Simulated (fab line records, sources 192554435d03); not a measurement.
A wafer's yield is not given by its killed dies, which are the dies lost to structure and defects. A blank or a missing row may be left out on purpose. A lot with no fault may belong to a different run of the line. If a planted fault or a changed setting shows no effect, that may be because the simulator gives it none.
fab line records | flow n5-finfet
record lots=4 wafers=12 last-day=17
route steps=1938 shown BEOL_M4@1099 BEOL_M5@1112 BEOL_M6@1197 PASSIVATION@1936
lots untouched by any fault: they come from a run of this same line in which no faults occurred
start-h: the number of hours between the record's first day and the start of the first shown wafer of the lot | wait-h: time in hours since the lot's previous step | " unchanged from the row above | L1.1+2: several wafers, shown together as one row | - no value present, or no start provided | * or withheld: withheld | < > ~ a bound
route shown NAME@n: names a module that has steps shown in the file, with the first one's number in the route | usual: average and standard deviation across the fault-free wafers | same: alike in all rows | chamber/n: place in a boat | sites: each site's reading | _std_site: their standard deviation | _edge_site: outer sites' mean less inner sites' | radius-mm: for every site, how far away it sits from the centre of the wafer | mask NAME#n: copy n | behind: the tool/chamber that last shaped the wafer | hold: reason for holding the lot/hours on hold/outcome of the hold | device: which transistor (n, p or np) failed to switch | end of line: the tests these same wafers got at the end of their route | a step given without rows: its recipe and nothing more | killed: dies that structure and defects cost at the first sort, which is not the same as the wafer's yield | map: a wafer's dies, x killed, . not, _ none there
set.NAME: the setting that was run; set.NAME@STEP: the one run at that earlier step | model.NAME: the simulator's own value behind a step, which no gauge read
lots at selected steps of the route; one table per step, one row per wafer
services: from which hour (start-h, from the record's first day; less than 0 if before it) a tool's chamber was out of use, for how many hours, and why
## steps
# step N5_BEOL_M4_ANNEAL_95
# recipe temp-c=400 time-s=240 ambient=vacuum
# step N5_BEOL_M4_SPUTTER_96
# recipe material=Cu target-thk-a=45 temp-c=-20 chamber-pressure-pa=0.07 power-w=withheld time-s=8.29
# step N5_BEOL_M4_ECD_50
# recipe material=Cu target-thk-a=3000
# step N5_BEOL_M4_ANNEAL_51
# recipe temp-c=225 time-s=90 ambient=N2
# step N5_BEOL_M4_CMP_52
# recipe stop-on=SiOC t-overpolish-s=6.8 down-force-psi=1 platen-rpm=50 clearing-platen-down-force-psi=1.5 clearing-platen-rpm=50 post-cmp-clean=cu-alkaline target-thk-nm=40 clearing-platen-pad-velocity-m-s=0.99484 pad-velocity-m-s=0.99484
# step N5_BEOL_M4_PRE_CLEAN_60
# recipe gas=NH3/H2 time-s=15 temp-c=* rf-power-w=300
# step N5_BEOL_M4_CO_CAP_55
# recipe material=Co target-thk-a=20 temp-c=200 precursor=CCTBA/H2 pressure-torr=30 time-s=102.1
# step N5_BEOL_M4_PRE_CLEAN_56
# recipe gas=NH3 time-s=15 temp-c=withheld rf-power-w=300
# step N5_BEOL_M4_DEP_57
# recipe material=SiCN target-thk-a=80 temp-c=withheld precursor=3MS/NH3 pressure-torr=3 rf-w=202 time-s=14
# step N5_BEOL_M4_RC_MEAS_101
# usual DIBL_N=35.9/1.3 DIBL_P=35.9/1.6 IOFF_N=0.156/0.022 IOFF_P=0.205/0.023 ION_N=675/9 ION_P=463/5.6 SS_N=71.4/0.57 SS_P=73.1/0.52 VT_N=249.7/2.8 VT_P=-250.2/2.5
# columns lot.wafer tool chamber start-h wait-h DIBL_N[mV/V] DIBL_P[mV/V] IOFF_N[nA/um] IOFF_P[nA/um] ION_N[uA/um] ION_P[uA/um] SS_N[mV/dec] SS_P[mV/dec] VT_N[mV] VT_P[mV]
L665.4 prober-02 0 236.36 0.5 35.5 35.0 0.156 0.224 672 477 71.5 73.0 248.9 -246.1
L665.5 " 0 " " 35.9 35.3 0.160 0.226 675 469 72.8 72.4 250.4 -247.3
L665.6 " 0 " " 36.7 35.7 0.162 0.224 676 466 71.8 72.9 248.6 -246.2
L671.1 prober-01 0 293.29 0.0 35.6 37.9 0.147 0.197 663 460 71.5 73.8 253.8 -252.6
L671.2 " 0 " " 34.8 36.6 0.135 0.178 673 462 71.2 72.7 253.5 -253.9
L671.5 " 0 " " 35.9 38.0 0.150 0.199 669 456 72.1 73.5 255.1 -250.2
L672.2 prober-01 0 302.94 0.2 34.1 35.3 0.140 0.187 669 453 71.1 72.6 250.7 -250.7
L672.3 " 0 " " 32.8 34.4 0.122 0.172 664 456 71.0 72.3 252.6 -252.9
L672.5 " 0 " " 34.4 35.5 0.141 0.191 665 456 71.6 73.1 251.8 -251.7
L674.1 prober-01 0 314.14 0.0 35.4 34.5 0.134 0.196 669 466 71.3 72.6 251.3 -248.1
L674.2 " 0 " " 37.2 36.4 0.151 0.222 664 460 71.8 72.9 250.6 -248.3
L674.5 " 0 " " 35.4 34.5 0.128 0.197 669 471 71.4 72.8 253.1 -250.1
# step N5_BEOL_M5_ILD_DEP_00
# recipe material=SiCOH_lowk target-thk-a=1406.4 temp-c=300 precursor=DEMS/porogen pressure-torr=5 rf-w=500 time-s=25.9
# step N5_BEOL_M5_CURE_79
# recipe temp-c=385 time-s=240 ambient=He/Ar material=SiCOH_lowk
# step N5_BEOL_M5_PECVD_70
# recipe material=SiO2 target-thk-a=160 temp-c=400 precursor=TEOS/O2 pressure-torr=5.5 rf-w=450 teos-flow-sccm=53.8 gas=O2 flow-sccm=3000 time-s=18
# step N5_BEOL_M5_HM_DEP_02
# recipe material=TiN target-thk-a=200 temp-c=25 chamber-pressure-pa=0.49996
# step N5_BEOL_M5_COAT_59
# recipe resist=SOC temp-c=250 time-s=60 spin-rpm=1500 resist-thk-nm=60
# step N5_BEOL_M5_COAT_60
# recipe resist=SiARC temp-c=220 time-s=60 spin-rpm=1500 resist-thk-nm=12
# step N5_BEOL_M5_COAT_71
# recipe resist=underlayer temp-c=205 time-s=60 spin-rpm=1500 resist-thk-nm=5
# step N5_BEOL_M5_COAT_05
# recipe resist=CAR-EUV spin-rpm=1500 resist-thk-nm=30
# step N5_BEOL_M5_EBR_07
# recipe solvent=PGMEA ebr-width-mm=1.5
# step N5_BEOL_M5_SOFTBAKE_06
# recipe temp-c=110 time-s=60 resist=CAR-EUV
# step N5_BEOL_M5_EXPOSE_08
# recipe mask-id=M5 na=0.33 source-shape=annular sigma-inner=0.4 sigma-outer=0.8 polarization=unpolarized target-cd-nm=28 dose-mj=35.75
# step N5_BEOL_M5_PEB_09
# recipe peb-temp-c=100 peb-time-s=60 resist=CAR-EUV
# step N5_BEOL_M5_DEVELOP_10
# recipe develop-time-s=30 developer=TMAH resist=CAR-EUV rinse-liquid=surfactant-rinse dry=air-spin dev-temp-c=23
# step N5_BEOL_M5_DESCUM_16
# recipe chemistry=O2 time-s=7 source-power-w=50 bias-power-w=20 pressure-mtorr=20 rf-frequency-hz=2.712e+07 temp-c=40 resist=CAR-EUV o2-flow-sccm=225
# step N5_BEOL_M5_ETCH_72
# recipe chemistry=N2/H2 target=underlayer target-depth-a=65 mask-material=CAR-EUV time-s=5.2 ion-energy-ev=200 pressure-mtorr=30 source-w=840 bias-w=150 n2-flow-sccm=200 h2-flow-sccm=200 ends=cleared
# step N5_BEOL_M5_ETCH_61
# recipe chemistry=CF4 target=SiARC target-depth-a=156 mask-material=CAR-EUV time-s=26 ion-energy-ev=80 pressure-mtorr=40 source-w=545 bias-w=36 Ar_flow_sccm=100 cf4-flow-sccm=100 ends=cleared
# step N5_BEOL_M5_ETCH_62
# recipe chemistry=N2/H2 target=SOC target-depth-a=750 overetch-a=150 mask-material=SiARC temp-c=40 time-s=112.5 ion-energy-ev=200 pressure-mtorr=30 source-w=840 bias-w=150 n2-flow-sccm=200 h2-flow-sccm=200
# step N5_BEOL_M5_STRIP_63
# recipe chemistry=N2/H2 temp-c=40 n2-flow-sccm=200 h2-flow-sccm=200 rf-frequency-hz=6e+07
# step N5_BEOL_M5_STRIP_73
# recipe chemistry=N2/H2 temp-c=40 n2-flow-sccm=200 h2-flow-sccm=200 rf-frequency-hz=6e+07
# step N5_BEOL_M5_STRIP_64
# recipe chemistry=CF4 resist=SiARC power-w=300 bias-power-w=75 pressure-mtorr=50 cf4-flow-sccm=150 rf-frequency-hz=6e+07
# step N5_BEOL_M5_HM_OPEN_17
# recipe chemistry=Cl2/BCl3 target-depth-a=200 overetch-a=60 target=TiN mask-material=SOC ion-energy-ev=150 pressure-mtorr=10 icp-w=1000 bias-w=126 Cl2_flow_sccm=53.25 bcl3-flow-sccm=21.75 Ar_flow_sccm=25
# step N5_BEOL_M5_STRIP_19
# recipe chemistry=O2 power-w=400 temp-c=40 pressure-mtorr=30 rf-frequency-hz=6e+07 bias-power-w=0 overash-fraction=0.2 o2-flow-sccm=225
# step N5_BEOL_M5_COAT_65
# recipe resist=SOC temp-c=250 time-s=60 spin-rpm=1500 resist-thk-nm=60
# step N5_BEOL_M5_COAT_66
# recipe resist=SiARC temp-c=220 time-s=60 spin-rpm=1500 resist-thk-nm=12
# step N5_BEOL_M6_PECVD_70
# recipe material=SiO2 target-thk-a=200 temp-c=400 precursor=TEOS/O2 pressure-torr=5.5 rf-w=450 teos-flow-sccm=53.8 gas=O2 flow-sccm=3000 time-s=22.7
# usual chamber-pressure-Torr=5.499/0.012 heater-power-outer-w=387/41 heater-power-w=667/54 showerhead-plenum-p-Torr=8.78/0.056 throttle-valve-pct=23.0/1.3
# columns lot.wafer tool chamber start-h wait-h chamber-pressure-Torr heater-power-outer-w heater-power-w showerhead-plenum-p-Torr throttle-valve-pct
L665.4 pecvd-01 1 249.47 0.1 5.493 460 759 8.79 24.4
L665.5 " 0 " " 5.492 325 575 8.83 22.7
L665.6 " 2 " " 5.501 311 560 8.79 22.5
L671.1 pecvd-03 0 310.83 0.0 5.500 425 743 8.82 21.5
L671.2 " 2 " " 5.512 436 725 8.68 19.5
L671.5 " 2 " " 5.506 444 723 8.67 19.5
L672.2 pecvd-02 1 316.03 0.0 - - - - -
L672.3 " 2 " " - - - - -
L672.5 " 2 " " - - - - -
L674.1 pecvd-03 0 326.81 0.0 - - - - -
L674.2 " 1 " " - - - - -
L674.5 " 2 " " - - - - -
# step N5_PASSIVATION_PROBE_49
# usual defect-limited-yield=91.3/1.4 killed_at_M0_to_M3=35/11 killed_at_M4_up=14/5.4 killed-at-contacts=12/6.2 killed-at-front-end=38/11 killed-at-other=4.1/2.8 killed-dies=103/17 killed-on-rim=13/4 killed-open=66/13 killed-short=34/8.2 sort_bin_5_function=5.1/0.89 sort_bin_6_memory=3.3/0.72 sort-n-pass=1077/17 sort-yield-pct=91.3/1.4
# same gross-dies=1180 killed-at-back-side=0 sort_bin_4_leakage[%]=0 sort_bin_8_speed[%]=0
# columns lot.wafer tool chamber start-h wait-h defect-limited-yield[%] killed_at_M0_to_M3 killed_at_M4_up killed-at-contacts killed-at-front-end killed-at-other killed-dies killed-on-rim killed-open killed-short sort_bin_5_function[%] sort_bin_6_memory[%] sort-n-pass sort-yield-pct[%]
L665.4 prober-02 - 346.12 0.2 91.2 34 8 13 44 5 104 10 66 36 5.3 3.2 1076 91.2
L665.5 prober-02 - 346.17 0.2 90.3 17 22 5 69 2 115 13 71 40 6.4 2.8 1065 90.3
L665.6 prober-02 - 346.22 0.3 92.7 20 17 9 36 4 86 6 53 29 4.2 2.8 1094 92.7
L672.2 prober-01 - 410.47 0.1 65.3 42 327 14 25 2 410 17 47 45 31.9 2.5 770 65.3
L672.3 prober-01 - 410.52 0.1 63.7 43 340 5 39 1 428 107 57 38 31.9 3.2 752 63.7
L672.5 prober-01 - 410.62 0.2 64.2 44 327 3 48 0 422 109 65 33 32.5 2.8 758 64.2
L671.1 prober-02 - 410.95 0.0 90.8 25 10 7 66 1 109 11 81 26 5.3 3.6 1071 90.8
L671.2 prober-02 - 411.00 0.1 90.3 49 5 3 58 0 115 9 87 25 5.7 3.8 1065 90.3
L671.5 prober-02 - 411.15 0.2 92.3 31 6 6 46 2 91 17 59 30 5.1 2.5 1089 92.3
L674.1 prober-01 - 414.12 0.0 61.8 39 364 5 37 6 451 59 65 32 34.8 3.1 729 61.8
L674.2 prober-01 - 414.17 0.1 66.3 28 330 13 25 2 398 16 66 27 30.6 2.7 782 66.3
L674.5 prober-01 - 414.32 0.2 65.2 34 314 7 52 4 411 83 72 39 30.8 3.1 769 65.2
# killed by level:class
L665.4 BEOL_M0_SAQP:geometric-particle:open=14 STI_FIN_REVEAL:geometric-particle:open=12 MOL_CONTACT_COAG:geometric-particle:open=10 BEOL_M0_SAQP:geometric-particle:short=8 FIN_SAQP:geometric-particle:open=6 ILD0:geometric-particle:short=5 FIN_SAQP:geometric-particle:short=4 DUMMY_GATE:geometric-particle:open=4
L665.5 FIN_SAQP:geometric-particle:open=19 STI_FIN_REVEAL:geometric-particle:open=12 FIN_SAQP:geometric-particle:short=10 GATE_CUT:geometric-particle:short=5 BEOL_M3:geometric-particle:open=5 BEOL_M4:geometric-particle:open=5 ILD0:geometric-particle:open=4 STI_FIN_REVEAL:geometric-particle:short=4
L665.6 BEOL_M0_SAQP:geometric-particle:open=8 FIN_SAQP:geometric-particle:short=7 STI_FIN_REVEAL:geometric-particle:open=6 MOL_CONTACT_COAG:geometric-particle:open=6 BEOL_M0_SAQP:geometric-particle:short=5 STARTING-WAFER:geometric-particle:open=5 FIN_SAQP:geometric-particle:open=4 ILD0:geometric-particle:open=4
L672.2 BEOL_M6:area-pecvd=317 BEOL_M0_SAQP:geometric-particle:short=21 MOL_CONTACT_COAG:geometric-particle:open=12 BEOL_M0_SAQP:geometric-particle:open=6 BEOL_M2:geometric-particle:short=5 BEOL_M3:geometric-particle:open=4 DUMMY_GATE:geometric-particle:open=4 STARTING-WAFER:geometric-particle:open=4
L672.3 BEOL_M6:area-pecvd=327 BEOL_M0_SAQP:geometric-particle:short=14 BEOL_M0_SAQP:geometric-particle:open=9 DUMMY_GATE:geometric-particle:open=8 STI_FIN_REVEAL:geometric-particle:open=7 FIN_SAQP:geometric-particle:short=5 BEOL_M2:geometric-particle:short=5 BEOL_M3:geometric-particle:open=5
L672.5 BEOL_M6:area-pecvd=322 BEOL_M0_SAQP:geometric-particle:open=17 GATE_CUT:geometric-particle:short=9 FIN_SAQP:geometric-particle:open=8 BEOL_M0_SAQP:geometric-particle:short=7 BEOL_M3:geometric-particle:open=7 BEOL_M1:geometric-particle:open=5 STARTING-WAFER:geometric-particle:open=5
L671.1 STI_FIN_REVEAL:geometric-particle:open=27 FIN_SAQP:geometric-particle:open=12 BEOL_M3:geometric-particle:open=11 FIN_SAQP:geometric-particle:short=10 MOL_CONTACT_COAG:geometric-particle:open=5 BEOL_M0_SAQP:geometric-particle:open=4 BEOL_M7:geometric-particle:open=3 STI_FIN_REVEAL:geometric-particle:short=3
L671.2 FIN_SAQP:geometric-particle:open=23 BEOL_M3:geometric-particle:open=20 BEOL_M1:geometric-particle:open=10 STI_FIN_REVEAL:geometric-particle:open=9 FIN_SAQP:geometric-particle:short=7 DUMMY_GATE:geometric-particle:open=7 BEOL_M0_SAQP:geometric-particle:open=7 BEOL_M0_SAQP:geometric-particle:short=5
L671.5 FIN_SAQP:geometric-particle:open=16 BEOL_M3:geometric-particle:open=9 BEOL_M1:geometric-particle:open=8 GATE_CUT:geometric-particle:short=8 STI_FIN_REVEAL:geometric-particle:open=6 MOL_CONTACT_COAG:geometric-particle:open=6 BEOL_M0_SAQP:geometric-particle:short=6 DUMMY_GATE:geometric-particle:open=5
L674.1 BEOL_M6:area-pecvd=352 BEOL_M0_SAQP:geometric-particle:short=14 FIN_SAQP:geometric-particle:open=12 BEOL_M0_SAQP:geometric-particle:open=12 BEOL_M3:geometric-particle:open=7 BEOL_M5:geometric-particle:open=5 BEOL_M4:geometric-particle:open=5 FIN_SAQP:geometric-particle:short=4
L674.2 BEOL_M6:area-pecvd=305 BEOL_M4:geometric-particle:open=15 MOL_CONTACT_COAG:geometric-particle:open=12 BEOL_M0_SAQP:geometric-particle:short=11 FIN_SAQP:geometric-particle:open=7 BEOL_M3:geometric-particle:open=7 BEOL_M0_SAQP:geometric-particle:open=6 ILD0:geometric-particle:short=4
L674.5 BEOL_M6:area-pecvd=298 FIN_SAQP:geometric-particle:open=16 BEOL_M0_SAQP:geometric-particle:open=10 BEOL_M0_SAQP:geometric-particle:short=9 ILD0:geometric-particle:open=7 STARTING-WAFER:geometric-particle:short=7 BEOL_M2:geometric-particle:open=6 FIN_SAQP:geometric-particle:short=5
# map L672.3 (x killed, . not)
_________________xxxxxxxx..xx________________
______________xxxxx.xx.xxxxxxxxx_____________
___________xxxx.x.xx.x..x.xxxxx.x.x__________
__________xxxxxxx.xxxxxx.xxxxxxx.xxx_________
________xx.xxx..xxxxxxx..xx......x.x.x_______
_______xxxxxxx..xxxx...x..x.x.x........______
______xxx.x.x...x..x...x.....x.x.xx.xxx._____
_____xxxx.xxxxxxx..x....xxx...x..x...xxxx____
____xxx.xx.x.....x....x.........x..x...xxx___
___xxx.xx..x.xxx.xxx.x.......x....x..xxxx.x__
___x.xxxx.x.xx.x.......x........x.x....x..x__
__xxxx.xxxx.............x......x......x.x.xx_
__xx.x.x..x...x..........x........x.x....xxx_
_xxxxxxx..xx.........................x...x.x.
_xxxx..xxx....xxx...x......................xx
_xxx.x....xx......x...............x....x..x..
_xxxxxx..x....................x.xx...x....xx.
_xxx.x.xx.x...x.....x....................xx..
_xxxxxx...x..x.........x...............x.....
_x.xxx.x.xx..x.x....x........x........x....x.
_xx..xxx.x.....xx..........x..x.....x.......x
__xxxxxx..xx...........................xx..x_
__xxxxx.......x........................xx.x._
___xxxxx...x...x.x..xx.....xx..............__
___x.xxx.......x.x..................xx....x__
____xxx..x..x......................x.xxxxx___
_____xx..x.xx...x............xx...x.....x____
______x..x.x.xxxx.x.x...........x...x..x_____
_______x.xxxx..x.xx......x...x...x.x..x______
________x.x....x...........x.......x.._______
__________xx.xx....x.xx..x.....x...x_________
___________.xx.xx.x..x...xxxx.xx...__________
______________.xxx..xx.xx....x.x_____________
_________________xx.xx.x.....________________
# map L674.1 (x killed, . not)
_________________..xxxxxxxx.x________________
______________xxxxxxxxx.xxx.xxxx_____________
___________xxxx.xxxx..xxxxxxxxxx.xx__________
__________.x.x.x.x.x.xxxxx.xxx.x.x.x_________
________.x.xxxxx.x.xxxxxxxxxxx.xx.xxxx_______
_______..xxx..xxxxxxxxx..x..xxxxxx.xxx.______
______x.x..xx.x.xx.xxx.xx.x.xxxx.x..x.xx_____
_____x..xxx.x.xxxxxx.xxxx..x.xxxxxxxx..xx____
____.xx...x.xx.xxxxx.x.xx.x..xxxxx.xxx.x.x___
___xx....x.x...xxxxxx..xx..xxxxxx.x.xxxx...__
___.xxx.xx.x.x.....x..xxxx...x.xxxxxx..xxxx__
__.....xxxx.xx..x.x....xx.x...xxxx..xxxx.x.x_
__.x.xx....x...xxx.xx...x.xxxx..xx.x.xxx.xxx_
_....x...x....x...x..x...xx.x..xxxx..xx.x.xxx
_x....x.xxxx.......x..x..x..xx..x.xx.x..x.xxx
_..xx..x.x..xxx.......x..xxxxxxx.xxxxxx.x..x.
_....xx.x.xx........xxx.x..xxx...x.....x..x.x
_........x.x..x..x.xx....x.x...xxx....xx.xxxx
_.........x...x.x..x.x.......x...xxxx....xx..
_.....x..x..x.......x............x......x..x.
_x....x.................x.x.xxx.x...x.x...xxx
__......x..x.......x.............x...x......_
__............x....x...........xxx...x......_
___.x..x...........x..xx.............x.x.x.__
___....x......x.....x.....x.x..x.x...x.....__
____..............x..........x.xxx........___
_____...............x....x.......x....xx.____
______..........x............x..x..x...._____
_______......x....x..x.....x...........______
________.xxx..x.....x................._______
__________.x...............x...x.x.._________
___________...........x.....x...x..__________
______________.................._____________
_________________..x.........________________
## services
# columns tool chamber start-h hours kind
pecvd-03 1 266.26 5.0 scheduled-down
pecvd-02 - 274.24 0.2 repair
pecvd-02 - 274.66 5.5 pm
pecvd-01 1 277.97 7.5 repair
pecvd-03 - 294.43 10.2 repair
pecvd-01 2 297.85 5.0 scheduled-down
pecvd-03 1 305.58 - calibration
## key
first-sign step=N5_BEOL_M6_PECVD_70 reading=tool-record direction=missing
effect step=N5_PASSIVATION_PROBE_49 reading=killed_at_M4_up direction=up sigmas=59 usual=14 struck=334
more-kills-born-at N5_BEOL_M6_PECVD_70@pecvd-02=966 N5_BEOL_M6_PECVD_70@pecvd-03=955
met-at N5_BEOL_M6_PECVD_70
struck-wafers L672.2,L672.3,L672.5,L674.1,L674.2,L674.5
onset-between 310.83 316.03
fault kind=skipped-step-whole tool=pecvd-02,pecvd-03 chamber=- onset-h=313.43 steps=N5_BEOL_M6_PECVD_70 scope=struck-lots-only
